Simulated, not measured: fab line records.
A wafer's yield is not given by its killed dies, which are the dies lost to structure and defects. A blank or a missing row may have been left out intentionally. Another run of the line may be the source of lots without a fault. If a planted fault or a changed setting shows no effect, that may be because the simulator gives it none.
Chamber matching -- flow nand_harc -- NHARC_A_M1_PRE_CLEAN_32 on pecvd-01: 3 sister chambers
The step time 12 s. 6 wafers are shown with their chamber, then 8 later ones without.

## WAFERS PAIRED WITH THEIR CHAMBERS
wafer,chamber,heater_power_w (W)
L090.3,2,581
L090.5,1,683
L095.1,2,603
L095.2,0,505
L095.5,1,658
L093.1,0,514

## WAFERS WITH NO CHAMBER GIVEN
wafer,heater_power_w (W)
L093.5,640
L093.6,527
L096.1,625
L096.3,506
L096.6,505
L097.1,490
L097.2,528
L097.4,598

## THE CHAMBER EACH PASSED THROUGH
wafer,from the rows above,in truth
L093.5,can't be placed: 1 or 2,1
L093.6,0,0
L096.1,can't be placed: 2 or 1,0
L096.3,0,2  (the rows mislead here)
L096.6,0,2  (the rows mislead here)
L097.1,0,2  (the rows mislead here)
L097.2,0,0
L097.4,2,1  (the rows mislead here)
Correct placement for 2 of the 8. From these rows, 2 cannot be placed; in 1 the true chamber is one of the candidates. 4 placed wrongly.
How it was worked out, from the rows above alone: a wafer's distance from a chamber is the root of the sum, over the readings, of the square of ((its reading less the chamber's mean) divided by the reading's scatter). The wafer belongs to the nearest chamber; if the next one is less than 2 further off, it can't be placed. A chamber's mean is the mean of its shown wafers. The scatter: the root of (the sum of the squares of (reading less its chamber's mean) over the shown wafers, divided by (wafers less chambers)).
